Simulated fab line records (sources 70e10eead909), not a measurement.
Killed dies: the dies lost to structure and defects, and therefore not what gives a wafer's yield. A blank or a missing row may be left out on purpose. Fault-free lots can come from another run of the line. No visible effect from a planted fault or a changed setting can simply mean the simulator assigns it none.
Comparing a struck lot with a sound one + flow nand_harc + 22 out of 1302 route steps
Sound: wafers L835.4, L835.5, L835.6. The struck wafers were L834.3, L834.4, L834.5. The cause comes at the end.
Order at every step that has rows: each side's tool, ch and its chambers, its first start. Under that, the readings that differ: sound wafers + struck wafers + difference of the means + sigmas: that difference in standard deviations of wafers without a fault.
alike: same words and numbers on both sides, and readings whose means sit less than 2 such deviations apart. not compared: any withheld reading, any reading some wafer has no value for, any bound like >300 that may hide the same value, and any number with overlapping values for which the record gives no deviation.
The two part at a step that has a row with sigmas, a row that says differs or no value, or rows on one side only. Non-overlapping numbers with no deviation appear without sigmas and do not part them. A reading that every wafer of one side lacks parts them only if that side has two wafers or more.

NHARC_P_CONTACT_CVD_23: deposits W, target thk 200 nm, time 557 s.
  sound on cvd_w-02 ch 0,1; struck on cvd_w-01 ch 0,1
  alike: heater_power_w, throttle_valve_pct
NHARC_P_CONTACT_CMP_24: polishes, t overpolish 30 s, target thk 200 nm.
  sound on cmp-02 ch 1,2,3, day 12 23:47; struck on cmp-04 ch 0,1,2, day 12 23:10
  alike: motor_current_A, overpolish_run_s, retaining_ring_pressure_frac, slurry_filter_dp_kPa, time_to_endpoint_s
next, for these wafers, 1 step has no rows: NHARC_P_CONTACT_SRD_26.
NHARC_P_CONTACT_INSPECT_27:
  sound on defect_inspect-01, day 13 00:06; struck on defect_inspect-02, day 12 23:32
  alike: raw_defect_count
then, 7 steps without rows for these wafers: NHARC_P_M0_DEP_00 (deposits SiOC, target thk 150 nm); NHARC_P_M0_DEHYDRATE_01 (time 120 s); NHARC_P_M0_HMDS_02 (time 30 s); NHARC_P_M0_COAT_33 (time 65 s); NHARC_P_M0_COAT_03 (resist thk 90 nm); NHARC_P_M0_SOFTBAKE_04 (time 55 s); NHARC_P_M0_EBR_05.
NHARC_P_M0_EXPOSE_06: exposes mask P M0, target cd 90 nm.
  sound on arfi_scanner-03 ch 0, day 13 00:53; struck on arfi_scanner-02 ch 0, day 13 00:19
| reading              | sound             | struck            | difference | sigmas |
|----------------------|-------------------|-------------------|------------|--------|
| exposure_dose_mJ_cm2 | 81.10 81.04 81.08 | 83.02 82.95 83.03 | +1.93      | +19    |
  alike: mask
then, 2 steps without rows for these wafers: NHARC_P_M0_PEB_07 (peb time 65 s); NHARC_P_M0_DEVELOP_08 (develop time 35 s).
NHARC_P_M0_CD_MEAS_09: the cd target is 90 nm.
  sound on cd_sem-03 ch 0, day 13 01:01; struck on cd_sem-02 ch 0, day 13 00:27
  alike: cd_nm
NHARC_P_M0_OVL_MEAS_10: pitch 180 nm.
  sound on overlay-02, day 13 01:07; struck on overlay-01, day 13 00:32
  alike: overlay_x_nm, overlay_y_nm
NHARC_P_M0_INSPECT_11:
  sound on defect_inspect-01, day 13 01:09; struck on defect_inspect-01, day 13 00:34
  alike: raw_defect_count
NHARC_P_M0_DESCUM_14: chemistry O2, time 3 s.
  sound on rie_diel-08 ch 0,1,2, day 13 01:15; struck on rie_diel-02 ch 1,2,3, day 13 00:38
| reading               | sound             | struck         | difference | sigmas |
|-----------------------|-------------------|----------------|------------|--------|
| model.P_M0.cd_nm (nm) | 89.96 90.09 89.66 | 91 91.86 90.27 | +1         |        |
  alike: drypump_motor_current_A, oes_product_au, rf_vpp_V, showerhead_plenum_p_Torr, throttle_valve_pct
  not compared: rf_hours_counter_h
NHARC_P_M0_ETCH_34: etches the open film in N2/H2, target depth 40 nm, overetch 12 nm, time 43.94 s.
  sound on rie_diel-08 ch 0,1,2, day 13 01:20; struck on rie_diel-02 ch 0,3, day 13 00:43
| reading                     | sound       | struck      | difference | sigmas |
|-----------------------------|-------------|-------------|------------|--------|
| drypump_motor_current_A (A) | 6.0 5.8 5.9 | 5.2 5.2 5.2 | -0.7       | -2     |
  alike: oes_product_au, rf_vpp_V, showerhead_plenum_p_Torr, throttle_valve_pct
  not compared: rf_hours_counter_h
NHARC_P_M0_ETCH_15: etches the open film in C4F8/Ar, target depth 150 nm, overetch 15 nm, time 82.5 s.
  sound on rie_diel-08 ch 0,1,2; struck on rie_diel-02 ch 0,1
| reading               | sound             | struck            | difference | sigmas |
|-----------------------|-------------------|-------------------|------------|--------|
| rf_vpp_V (V)          | 439.7 440.7 438.8 | 447.2 441.0 441.6 | +3.5       | +2     |
| model.P_M0.cd_nm (nm) | 90.22 90.15 90.22 | 91.55 92.14 90.38 | +1.16      |        |
  alike: oes_product_au
  not compared: rf_hours_counter_h
NHARC_P_M0_CD_MEAS_16:
  sound on cd_sem-01, day 13 01:34; struck on cd_sem-01, day 13 00:56
  alike: cd_nm
-- record jumps: 19 days between struck wafers' starts before vs after; left off in module P_M0, resumes in module END, first step shown is number 1302 of the route --
NHARC_END_SORT_01:
  sound on prober-02 ch 0, day 31 18:22; struck on prober-01 ch 0, day 31 17:33
  alike: defect_limited_yield, killed_at_array, killed_at_other, killed_at_periphery, killed_dies, killed_open, killed_short

== WHERE THEY PART ==
At NHARC_P_M0_EXPOSE_06 first; at NHARC_P_M0_ETCH_15 last (within this record only). Later steps at which nothing parts them and some readings are alike: NHARC_P_M0_CD_MEAS_16, NHARC_END_SORT_01.

WHY: what had been put in by the simulator
Process parameter drift: arfi_scanner-02, from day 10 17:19 on, at NHARC_P_M0_EXPOSE_06. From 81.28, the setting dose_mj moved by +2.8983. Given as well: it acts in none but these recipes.
